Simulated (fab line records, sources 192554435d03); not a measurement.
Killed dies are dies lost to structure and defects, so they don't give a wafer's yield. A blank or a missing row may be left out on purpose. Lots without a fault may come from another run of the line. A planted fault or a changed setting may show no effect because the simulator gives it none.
Which tool did it? | flow n5_finfet | 23 lots, 69 wafers sampled, at 6 steps of a route of 1938

WHAT THE GAUGES READ, wafer by wafer
The record holds no reading of a measuring or inspecting step that can be judged against a usual standard deviation.

WHICH TOOL RAN EACH LOT (tool, then ch and the chambers of the sampled wafers, then the start)
lot  | N5_BEOL_M0_SAQP_SPACER2_ETCHBACK_27 | N5_BEOL_M0_ETCH_128                | N5_BEOL_M0_ETCH_109                | N5_BEOL_M0_ALD_136                  | N5_BEOL_M0_SURFACE_TREAT_137 | N5_BEOL_M0_ANNEAL_135
L074 | rie_diel-05 ch 1,2,3, day 5 18:01   | rie_diel-06 ch 1,3, day 5 21:11    | rie_diel-02 ch 1,3, day 5 21:26    | ald_metal-04 ch 0,1,2, day 5 22:29  | pvd_sputter-01, day 5 22:47  | pvd_sputter-02, day 5 23:20
L075 | rie_diel-05 ch 0,1,3, day 6 06:16   | rie_diel-06 ch 1,2,3, day 6 11:30  | rie_diel-06 ch 0,2,3, day 6 11:56  | ald_metal-02 ch 1,2,3, day 6 12:34  | pvd_sputter-02, day 6 12:51  | pvd_sputter-03, day 6 13:36
L077 | rie_diel-05 ch 1,2,3, day 6 16:41   | rie_diel-02 ch 0,2,3, day 6 22:58  | rie_diel-06 ch 0,1,2, day 6 23:15  | ald_metal-04 ch 0,1,2, day 7 00:07  | pvd_sputter-02, day 7 00:24  | pvd_sputter-02, day 7 01:02
L076 | rie_diel-05 ch 0,2,3, day 6 17:39   | rie_diel-06 ch 0,2,3, day 6 23:01  | rie_diel-04 ch 0,3, day 6 23:16    | ald_metal-02 ch 1,2,3, day 7 00:19  | pvd_sputter-02, day 7 00:41  | pvd_sputter-02, day 7 01:31
L078 | rie_diel-03 ch 0,1,3, day 6 19:55   | rie_diel-04 ch 1,2,3, day 7 03:46  | rie_diel-04 ch 0,3, day 7 04:01    | ald_metal-02 ch 0,3, day 7 04:44    | pvd_sputter-03, day 7 05:02  | pvd_sputter-03, day 7 05:43
L079 | rie_diel-03 ch 0,1,2, day 7 01:16   | rie_diel-06 ch 2,3, day 7 04:23    | rie_diel-04 ch 1,2,3, day 7 04:39  | ald_metal-02 ch 0,1,2, day 7 06:02  | pvd_sputter-03, day 7 06:16  | pvd_sputter-03, day 7 06:45
L081 | rie_diel-05 ch 2,3, day 7 08:06     | rie_diel-04 ch 0,3, day 7 11:08    | rie_diel-06 ch 1,3, day 7 11:24    | ald_metal-02 ch 1,3, day 7 12:13    | pvd_sputter-01, day 7 12:32  | pvd_sputter-01, day 7 13:03
L080 | rie_diel-01 ch 0,1,3, day 7 14:45   | rie_diel-06 ch 0,1, day 7 18:37    | rie_diel-06 ch 0,1,3, day 7 18:53  | ald_metal-02 ch 0,2,3, day 7 19:40  | pvd_sputter-01, day 7 20:05  | pvd_sputter-01, day 7 20:39
L082 | rie_diel-03 ch 0,1,2, day 7 19:46   | rie_diel-02 ch 0,1,2, day 8 01:16  | rie_diel-04 ch 1,2,3, day 8 01:31  | ald_metal-04 ch 1,2,3, day 8 02:17  | pvd_sputter-03, day 8 02:37  | pvd_sputter-01, day 8 03:09
L083 | rie_diel-01 ch 2,3, day 8 01:43     | rie_diel-06 ch 1,3, day 8 05:49    | rie_diel-02 ch 0,2,3, day 8 06:05  | ald_metal-02 ch 1,2, day 8 06:43    | pvd_sputter-02, day 8 06:59  | pvd_sputter-01, day 8 07:34
L084 | rie_diel-03 ch 0,2, day 8 09:52     | rie_diel-02 ch 1,2,3, day 8 13:48  | rie_diel-04 ch 0,1,3, day 8 14:35  | ald_metal-04 ch 2,3, day 8 16:50    | pvd_sputter-03, day 8 17:04  | pvd_sputter-01, day 8 17:33
L085 | rie_diel-01 ch 0,2,3, day 8 10:38   | rie_diel-04 ch 0,3, day 8 14:23    | rie_diel-04 ch 1,3, day 8 14:56    | ald_metal-01 ch 1,3, day 8 16:55    | pvd_sputter-02, day 8 17:10  | pvd_sputter-02, day 8 17:39
L086 | rie_diel-01 ch 0,2,3, day 8 16:12   | rie_diel-04 ch 0,1,2, day 8 20:07  | rie_diel-04 ch 0,1,2, day 8 20:22  | ald_metal-01 ch 0,3, day 8 21:01    | pvd_sputter-03, day 8 21:22  | pvd_sputter-01, day 8 23:33
L087 | rie_diel-03 ch 0,2,3, day 9 01:19   | rie_diel-02 ch 0,2,3, day 9 10:44  | rie_diel-02 ch 2,3, day 9 11:03    | ald_metal-04 ch 2,3, day 9 11:49    | pvd_sputter-01, day 9 12:23  | pvd_sputter-01, day 9 12:54
L088 | rie_diel-01 ch 0,1, day 9 01:50     | rie_diel-04 ch 1,2,3, day 9 08:45  | rie_diel-06 ch 0,1,3, day 9 09:00  | ald_metal-01 ch 0,1, day 9 09:48    | pvd_sputter-03, day 9 10:17  | pvd_sputter-02, day 9 11:01
L089 | rie_diel-01 ch 0,3, day 9 08:20     | rie_diel-02 ch 0,2, day 9 14:05    | rie_diel-06 ch 1,2,3, day 9 14:20  | ald_metal-04 ch 0,1,2, day 9 15:08  | pvd_sputter-03, day 9 15:22  | pvd_sputter-02, day 9 17:22
L090 | rie_diel-01 ch 0,1,2, day 9 15:20   | rie_diel-06 ch 0,3, day 9 20:42    | rie_diel-02 ch 1,2,3, day 9 20:58  | ald_metal-02 ch 0,1,3, day 9 21:53  | pvd_sputter-03, day 9 22:22  | pvd_sputter-03, day 9 22:55
L091 | rie_diel-01 ch 0,1, day 10 01:30    | rie_diel-02 ch 0,1, day 10 10:34   | rie_diel-06 ch 0,2,3, day 10 10:50 | ald_metal-04 ch 0,1,2, day 10 11:33 | pvd_sputter-01, day 10 11:58 | pvd_sputter-03, day 10 12:30
L092 | rie_diel-01 ch 1,2,3, day 10 05:32  | rie_diel-06 ch 1,2,3, day 10 10:36 | rie_diel-02 ch 0,2,3, day 10 10:52 | ald_metal-01 ch 0,1,2, day 10 11:40 | pvd_sputter-01, day 10 12:00 | pvd_sputter-01, day 10 12:41
L093 | rie_diel-03 ch 1,2, day 10 09:05    | rie_diel-02 ch 1,2,3, day 10 13:01 | rie_diel-06 ch 0,3, day 10 13:32   | ald_metal-01 ch 0,1,3, day 10 13:50 | pvd_sputter-02, day 10 14:55 | pvd_sputter-02, day 10 15:28
L094 | rie_diel-01 ch 0,1,3, day 10 14:48  | rie_diel-04 ch 0,1,2, day 10 18:33 | rie_diel-02 ch 0,1,2, day 10 19:05 | ald_metal-01 ch 0,1,2, day 10 19:40 | pvd_sputter-01, day 10 20:07 | pvd_sputter-03, day 10 21:00
L095 | rie_diel-05 ch 1,2, day 10 19:21    | rie_diel-04 ch 0,1, day 11 01:16   | rie_diel-02 ch 1,2,3, day 11 01:32 | ald_metal-02 ch 1,2, day 11 02:02   | pvd_sputter-02, day 11 02:31 | pvd_sputter-03, day 11 03:28
L097 | rie_diel-05 ch 0,1,2, day 11 11:44  | rie_diel-02 ch 1,2,3, day 11 16:50 | rie_diel-04 ch 0,1,2, day 11 17:37 | ald_metal-04 ch 1,2,3, day 11 18:13 | pvd_sputter-02, day 11 18:29 | pvd_sputter-03, day 11 19:51
- N5_BEOL_M0_SAQP_SPACER2_ETCHBACK_27: etches SiO2 in CHF3/O2, target depth 22.5 nm, time 11.25 s.
- N5_BEOL_M0_ETCH_128: etches SiCN in CF4/N2, target depth 12 nm, overetch 5.1 nm, time 21.4 s.
- N5_BEOL_M0_ETCH_109: etches SiCN in CH3F/O2, target depth 8 nm, overetch 2.4 nm, time 27.4 s.
- N5_BEOL_M0_ALD_136: deposits TaN, pulse time 2 s, purge time 3 s, co reactant purge time 2 s.
- N5_BEOL_M0_SURFACE_TREAT_137
- N5_BEOL_M0_ANNEAL_135: time 60 s.

WHAT THE TOOLS THEMSELVES READ (means of the sampled wafers that have a number; where no wafer has one, the mark that the record gives instead)
N5_BEOL_M0_SAQP_SPACER2_ETCHBACK_27.
lot  | tool        | drypump_motor_current_A (A) | oes_product_au (a.u.) | rf_vpp_V (V) | showerhead_plenum_p_Torr (Torr) | throttle_valve_pct (%)
L074 | rie_diel-05 | 5.5                         | 0.93                  | 526          | 2.46                            | 18.57
L075 | rie_diel-05 | 5.8                         | 0.88                  | 514          | 2.42                            | 18.77
L077 | rie_diel-05 | 5.5                         | 0.91                  | 525          | 2.45                            | 18.59
L076 | rie_diel-05 | 5.9                         | 0.89                  | 517          | 2.41                            | 18.68
L078 | rie_diel-03 | 5.9                         | 0.87                  | 516          | 2.37                            | 18.82
L079 | rie_diel-03 | 5.5                         | 0.78                  | 522          | 2.39                            | 19.06
L081 | rie_diel-05 | 5.6                         | 0.95                  | 526          | 2.45                            | 18.64
L080 | rie_diel-01 | 6.0                         | 0.73                  | 515          | 2.34                            | 18.91
L082 | rie_diel-03 | 5.5                         | 0.78                  | 522          | 2.39                            | 19.06
L083 | rie_diel-01 | 6.1                         | 0.79                  | 498          | 2.34                            | 18.76
L084 | rie_diel-03 | 6.1                         | 0.70                  | 521          | 2.41                            | 19.18
L085 | rie_diel-01 | 6.0                         | 0.79                  | 516          | 2.36                            | 18.84
L086 | rie_diel-01 | 6.0                         | 0.78                  | 516          | 2.36                            | 18.83
L087 | rie_diel-03 | 6.0                         | 0.78                  | 523          | 2.38                            | 18.89
L088 | rie_diel-01 | 5.9                         | 0.72                  | 532          | 2.36                            | 18.98
L089 | rie_diel-01 | 6.2                         | 0.75                  | 505          | 2.35                            | 18.87
L090 | rie_diel-01 | 5.8                         | 0.75                  | 525          | 2.34                            | 18.91
L091 | rie_diel-01 | 5.8                         | 0.68                  | 523          | 2.32                            | 19.00
L092 | rie_diel-01 | 5.9                         | 0.75                  | 507          | 2.32                            | 18.86
L093 | rie_diel-03 | 4.9                         | 0.83                  | 524          | 2.36                            | 19.00
L094 | rie_diel-01 | 6.0                         | 0.71                  | 515          | 2.33                            | 18.94
L095 | rie_diel-05 | 5.6                         | 0.84                  | 528          | 2.43                            | 18.50
L097 | rie_diel-05 | 5.8                         | 0.79                  | 516          | 2.40                            | 18.71

N5_BEOL_M0_ETCH_128.
lot  | tool        | drypump_motor_current_A (A) | oes_product_au (a.u.) | rf_vpp_V (V) | showerhead_plenum_p_Torr (Torr) | throttle_valve_pct (%)
L074 | rie_diel-06 | 5.7                         | 0.62                  | 380.6        | 2.17                            | 15.37
L075 | rie_diel-06 | 5.7                         | 0.63                  | 382.4        | 2.18                            | 15.50
L077 | rie_diel-02 | 5.3                         | 0.53                  | 382.2        | 2.24                            | 15.42
L076 | rie_diel-06 | 5.6                         | 0.53                  | 381.8        | 2.18                            | 15.53
L078 | rie_diel-04 | 5.5                         | 0.53                  | 381.0        | 2.15                            | 15.54
L079 | rie_diel-06 | 5.5                         | 0.54                  | 382.0        | 2.19                            | 15.56
L081 | rie_diel-04 | 5.9                         | 0.50                  | 384.0        | 2.22                            | 15.44
L080 | rie_diel-06 | 5.9                         | 0.54                  | 381.1        | 2.17                            | 15.59
L082 | rie_diel-02 | 5.4                         | 0.50                  | 383.2        | 2.21                            | 15.36
L083 | rie_diel-06 | 5.7                         | 0.59                  | 381.2        | 2.16                            | 15.42
L084 | rie_diel-02 | 5.2                         | 0.53                  | 381.5        | 2.18                            | 15.40
L085 | rie_diel-04 | 5.9                         | 0.49                  | 383.1        | 2.22                            | 15.48
L086 | rie_diel-04 | 5.7                         | 0.49                  | 381.7        | 2.19                            | 15.58
L087 | rie_diel-02 | 5.3                         | 0.53                  | 382.2        | 2.23                            | 15.45
L088 | rie_diel-04 | 5.5                         | 0.50                  | 380.4        | 2.14                            | 15.58
L089 | rie_diel-02 | 5.2                         | 0.50                  | 384.0        | 2.26                            | 15.38
L090 | rie_diel-06 | 5.5                         | 0.59                  | 381.2        | 2.16                            | 15.31
L091 | rie_diel-02 | 5.8                         | 0.48                  | 381.2        | 2.15                            | 15.41
L092 | rie_diel-06 | 5.7                         | 0.56                  | 382.1        | 2.17                            | 15.57
L093 | rie_diel-02 | 5.2                         | 0.51                  | 381.8        | 2.17                            | 15.43
L094 | rie_diel-04 | 5.7                         | 0.49                  | 382.4        | 2.18                            | 15.61
L095 | rie_diel-04 | 5.8                         | 0.52                  | 382.9        | 2.21                            | 15.60
L097 | rie_diel-02 | 5.2                         | 0.51                  | 381.8        | 2.17                            | 15.44

N5_BEOL_M0_ETCH_109.
lot  | tool        | drypump_motor_current_A (A) | oes_product_au (a.u.) | rf_vpp_V (V) | showerhead_plenum_p_Torr (Torr) | throttle_valve_pct (%)
L074 | rie_diel-02 | 5.5                         | 0.68                  | 295.2        | 1.91                            | 16.18
L075 | rie_diel-06 | 5.6                         | 0.67                  | 297.6        | 1.98                            | 16.41
L077 | rie_diel-06 | 5.8                         | 0.68                  | 297.5        | 1.97                            | 16.46
L076 | rie_diel-04 | 5.9                         | 0.65                  | 298.1        | 2.03                            | 16.38
L078 | rie_diel-04 | 5.7                         | 0.66                  | 296.7        | 2.00                            | 16.41
L079 | rie_diel-04 | 5.5                         | 0.66                  | 296.4        | 1.96                            | 16.47
L081 | rie_diel-06 | 6.0                         | 0.77                  | 296.5        | 1.96                            | 16.35
L080 | rie_diel-06 | 5.8                         | 0.70                  | 296.9        | 1.97                            | 16.39
L082 | rie_diel-04 | 5.5                         | 0.64                  | 295.7        | 1.95                            | 16.49
L083 | rie_diel-02 | 5.3                         | 0.67                  | 297.7        | 2.02                            | 16.27
L084 | rie_diel-04 | 5.6                         | 0.65                  | 296.6        | 1.98                            | 16.52
L085 | rie_diel-04 | 5.4                         | 0.67                  | 295.6        | 1.94                            | 16.55
L086 | rie_diel-04 | 5.7                         | 0.61                  | 296.4        | 1.99                            | 16.48
L087 | rie_diel-02 | 5.1                         | 0.72                  | 297.3        | 1.98                            | 16.32
L088 | rie_diel-06 | 5.8                         | 0.78                  | 296.4        | 1.96                            | 16.26
L089 | rie_diel-06 | 5.7                         | 0.70                  | 297.5        | 1.96                            | 16.43
L090 | rie_diel-02 | 5.2                         | 0.65                  | 296.3        | 1.96                            | 16.24
L091 | rie_diel-06 | 5.6                         | 0.72                  | 296.0        | 1.97                            | 16.33
L092 | rie_diel-02 | 5.3                         | 0.66                  | 297.3        | 2.01                            | 16.30
L093 | rie_diel-06 | 5.6                         | 0.76                  | 296.8        | 1.96                            | 16.24
L094 | rie_diel-02 | 5.5                         | 0.62                  | 297.5        | 1.99                            | 16.22
L095 | rie_diel-02 | 5.2                         | 0.65                  | 298.2        | 1.95                            | 16.27
L097 | rie_diel-04 | 5.7                         | 0.62                  | 297.7        | 1.98                            | 16.52

N5_BEOL_M0_ALD_136.
lot  | tool         | heater_power_w (W) | precursor_vessel_pressure_torr (Torr) | precursor_vessel_temp_c (C)
L074 | ald_metal-04 | 449                | 26.26                                 | 74.96
L075 | ald_metal-02 | 423                | 26.25                                 | 75.11
L077 | ald_metal-04 | 447                | 26.22                                 | 75.04
L076 | ald_metal-02 | 425                | 26.22                                 | 75.06
L078 | ald_metal-02 | 428                | 26.20                                 | 74.92
L079 | ald_metal-02 | 440                | 26.29                                 | 75.10
L081 | ald_metal-02 | 409                | 26.30                                 | 75.03
L080 | ald_metal-02 | 433                | 26.26                                 | 74.90
L082 | ald_metal-04 | 440                | 26.29                                 | 74.87
L083 | ald_metal-02 | 425                | 26.29                                 | 75.07
L084 | ald_metal-04 | 450                | 26.24                                 | 74.95
L085 | ald_metal-01 | 418                | 26.24                                 | 74.85
L086 | ald_metal-01 | 474                | 26.27                                 | 75.01
L087 | ald_metal-04 | 414                | 26.29                                 | 75.02
L088 | ald_metal-01 | 486                | 26.29                                 | 74.99
L089 | ald_metal-04 | 452                | 26.30                                 | 75.03
L090 | ald_metal-02 | 420                | 26.29                                 | 75.04
L091 | ald_metal-04 | 446                | 26.25                                 | 75.07
L092 | ald_metal-01 | 467                | 26.25                                 | 75.05
L093 | ald_metal-01 | 459                | 26.21                                 | 74.94
L094 | ald_metal-01 | 460                | 26.27                                 | 74.87
L095 | ald_metal-02 | 426                | 26.23                                 | 75.03
L097 | ald_metal-04 | 437                | 26.28                                 | 74.93

N5_BEOL_M0_SURFACE_TREAT_137.
lot  | tool           | ar_flow_sccm (sccm)
L074 | pvd_sputter-01 | 30.00
L075 | pvd_sputter-02 | 30.01
L077 | pvd_sputter-02 | 29.98
L076 | pvd_sputter-02 | 29.91
L078 | pvd_sputter-03 | 29.94
L079 | pvd_sputter-03 | 30.03
L081 | pvd_sputter-01 | 29.98
L080 | pvd_sputter-01 | 30.10
L082 | pvd_sputter-03 | 30.02
L083 | pvd_sputter-02 | 29.98
L084 | pvd_sputter-03 | 30.08
L085 | pvd_sputter-02 | 29.99
L086 | pvd_sputter-03 | 30.04
L087 | pvd_sputter-01 | 29.90
L088 | pvd_sputter-03 | 30.11
L089 | pvd_sputter-03 | 30.07
L090 | pvd_sputter-03 | 30.03
L091 | pvd_sputter-01 | 29.97
L092 | pvd_sputter-01 | 30.04
L093 | pvd_sputter-02 | 30.14
L094 | pvd_sputter-01 | 30.02
L095 | pvd_sputter-02 | 30.07
L097 | pvd_sputter-02 | 29.95

N5_BEOL_M0_ANNEAL_135.
lot  | tool           | heater_power_w (W)
L074 | pvd_sputter-02 | 852
L075 | pvd_sputter-03 | 749
L077 | pvd_sputter-02 | 860
L076 | pvd_sputter-02 | 754
L078 | pvd_sputter-03 | 799
L079 | pvd_sputter-03 | 791
L081 | pvd_sputter-01 | 860
L080 | pvd_sputter-01 | 891
L082 | pvd_sputter-01 | 877
L083 | pvd_sputter-01 | 885
L084 | pvd_sputter-01 | 858
L085 | pvd_sputter-02 | 666
L086 | pvd_sputter-01 | 869
L087 | pvd_sputter-01 | 848
L088 | pvd_sputter-02 | 809
L089 | pvd_sputter-02 | 828
L090 | pvd_sputter-03 | 849
L091 | pvd_sputter-03 | 873
L092 | pvd_sputter-01 | 863
L093 | pvd_sputter-02 | 744
L094 | pvd_sputter-03 | 825
L095 | pvd_sputter-03 | 881
L097 | pvd_sputter-03 | 767

THE ANSWER, worked out from the rows above alone
Rule: what is usual is taken from the lots themselves. Put in order of their means at a reading, lots are off if they are a third of the lots or fewer, leave a main group of 4 or more, and stand apart from it by a gap of 3 or more times the standard deviation of the main group's means; of several such gaps the widest counts. A main group whose means are all the same, to the digits that the tables above print for the reading, isn't used. A lot without any number at a reading at which 4 lots or more have one is off too. The other lots that the step has rows for count as sound. The gauges are gone through in route order, then the tools' own readings, and for those a lot's mean is taken as printed above. The first step at which some lot is off is used, and at that step the reading that is off furthest; a lot without a number counts as furthest.
No lot is off at any reading shown: from this, nothing can be told.

WHAT THE SIMULATOR HAD PUT IN
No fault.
